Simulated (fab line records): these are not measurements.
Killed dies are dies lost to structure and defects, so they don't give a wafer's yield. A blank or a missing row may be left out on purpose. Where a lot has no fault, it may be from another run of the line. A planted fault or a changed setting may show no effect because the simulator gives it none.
2 desks, one fault ; flow n5Finfet ; each desk has only its own numbers; what lay behind them comes last

FROM THE METROLOGY DESK
Means of the sampled wafers that have a number, per lot and without regard to the tool the lot ran on: this is what the gauges read. Any lot whose mean is over 4 standard deviations away from the usual mean is out of limits and marked OUT; that distance is given in the brackets. It has 10 readings; the 7 that lie furthest out on some lot are the ones shown.
Columns: A = DIBL_N at N5_BEOL_M4_RC_MEAS_101, usual 36.2 mV/V; B = DIBL_P at N5_BEOL_M4_RC_MEAS_101, usual 36.3 mV/V; C = IOFF_P at N5_BEOL_M4_RC_MEAS_101, usual 0.210 nA/um; D = ION_N at N5_BEOL_M4_RC_MEAS_101, usual 677 uA/um; E = ION_P at N5_BEOL_M4_RC_MEAS_101, usual 465 uA/um; F = VT_N at N5_BEOL_M4_RC_MEAS_101, usual 249.9 mV; G = VT_P at N5_BEOL_M4_RC_MEAS_101, usual -250 mV
lot;first seen here;A;B;C;D;E;F;G
L325;day 10 08:43;35.9;36.4;0.238;677;469;249.0;-246
L328;day 11 21:13;36.8;36.8;0.206;668;460;250.9;-251
L329;day 12 04:02;37.3;36.3;0.221;691;474;246.8;-247
L330;day 12 09:50;35.9;37.6;0.231;683;468;251.1;-248
Result from this desk: across the 4 lots, nothing is out of limits.

AT THE TOOL OWNER'S DESK: lithoTrack-01
The tool's own readings at N5_DUMMY_GATE_COAT_34 (time 60 s, resist thk 60 nm): means of the sampled wafers that have a number, for each lot that ran on this tool. Any lot whose mean is over 4 standard deviations away from the usual mean is out of limits and marked OUT; that distance is given in the brackets.
Columns: A = spinSpeedRpm at N5_DUMMY_GATE_COAT_34, usual 1499.8 rpm
lot;first seen here;A
L325;day 5 04:09;1500.5
L329;day 6 05:03;1543.0 (+36) OUT
L330;day 6 11:41;1543.4 (+36) OUT
This desk's finding: out of limits on L329, L330; first on L329, day 6 05:03 (spinSpeedRpm at N5_DUMMY_GATE_COAT_34). L325: within limits.

ALL TOGETHER
The tool owner's desk could have raised an alarm at day 6 05:03, on L329, L330.
Nothing out of limits was seen by the metrology desk.
The metrology desk holds a record of L329, L330, inside its limits.
The lots listed all ran N5_DUMMY_GATE_COAT_34 on lithoTrack-01.

WHAT HAD BEEN PUT IN BY THE SIMULATOR
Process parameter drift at N5_DUMMY_GATE_COAT_34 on lithoTrack-01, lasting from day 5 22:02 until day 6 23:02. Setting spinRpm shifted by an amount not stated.
Lots struck among those shown: L329, L330.
Time in hours from fault onset to the first out-of-limits reading at each desk: the tool owner's desk, 7.
